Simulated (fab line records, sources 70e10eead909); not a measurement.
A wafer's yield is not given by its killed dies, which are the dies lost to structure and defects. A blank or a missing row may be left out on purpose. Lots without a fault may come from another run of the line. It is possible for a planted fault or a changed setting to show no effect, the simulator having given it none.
Chamber matching -- flow nandHarc -- 4 sister chambers for NHARC_A_CONTACT_ALD_18 on aldMetal-03
The step deposits TiN, target thk 3 nm, pulse time 1 s, ald cycles 150. 14 wafers are shown with their chamber, then 6 later ones without.

== EACH WAFER AND ITS CHAMBER ==
wafer,chamber,heaterPowerW (W),precursorPulseHeightRel
L349.4,0,1279,0.983
L349.5,0,1262,0.987
L349.6,3,960,1.001
L352.1,0,1270,1.034
L352.2,1,1330,0.999
L352.6,2,1013,1.030
L354.2,2,1024,1.009
L354.5,2,1002,0.980
L354.6,1,1337,0.996
L355.3,2,998,1.040
L355.5,3,940,1.008
L355.6,2,998,0.986
L364.3,3,952,0.993
L364.4,1,1291,0.992

SIGNATURES (averages over the wafers above)
reading,chamber 0,chamber 1,chamber 2,chamber 3,scatter within a chamber
heaterPowerW,1270.33,1319.33,1007.00,950.67,14.4
precursorPulseHeightRel,1.00133,0.99567,1.00900,1.00067,0.0213
Rule: for a wafer and a chamber, the distance is found by dividing, reading by reading, the gap between the wafer's reading and the chamber's mean by the reading's scatter, squaring, summing and taking the root. The wafer belongs to the nearest chamber; if the next one is less than 2 further off, it can't be placed. The scatter is the square root of a quotient: the sum, over the shown wafers, of each reading's squared deviation from its chamber's mean, divided by wafers minus chambers.

== WAFERS WITH NO CHAMBER GIVEN ==
wafer,heaterPowerW (W),precursorPulseHeightRel
L370.1,1255,0.995
L370.3,1038,0.989
L370.4,1285,1.017
L372.2,1256,0.987
L372.4,1290,0.990
L372.5,1300,0.983

== THE CHAMBER EACH PASSED THROUGH ==
wafer,from the rows above,in truth
L370.1,0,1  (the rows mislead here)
L370.3,2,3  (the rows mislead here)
L370.4,can't be placed: 0 or 1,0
L372.2,0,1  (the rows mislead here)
L372.4,can't be placed: 0 or 1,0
L372.5,can't be placed: 1 or 0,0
Correctly placed: 0 of 6. Unplaceable from these rows: 3, with the true chamber sitting among the candidates in 3. Placed wrongly: 3.
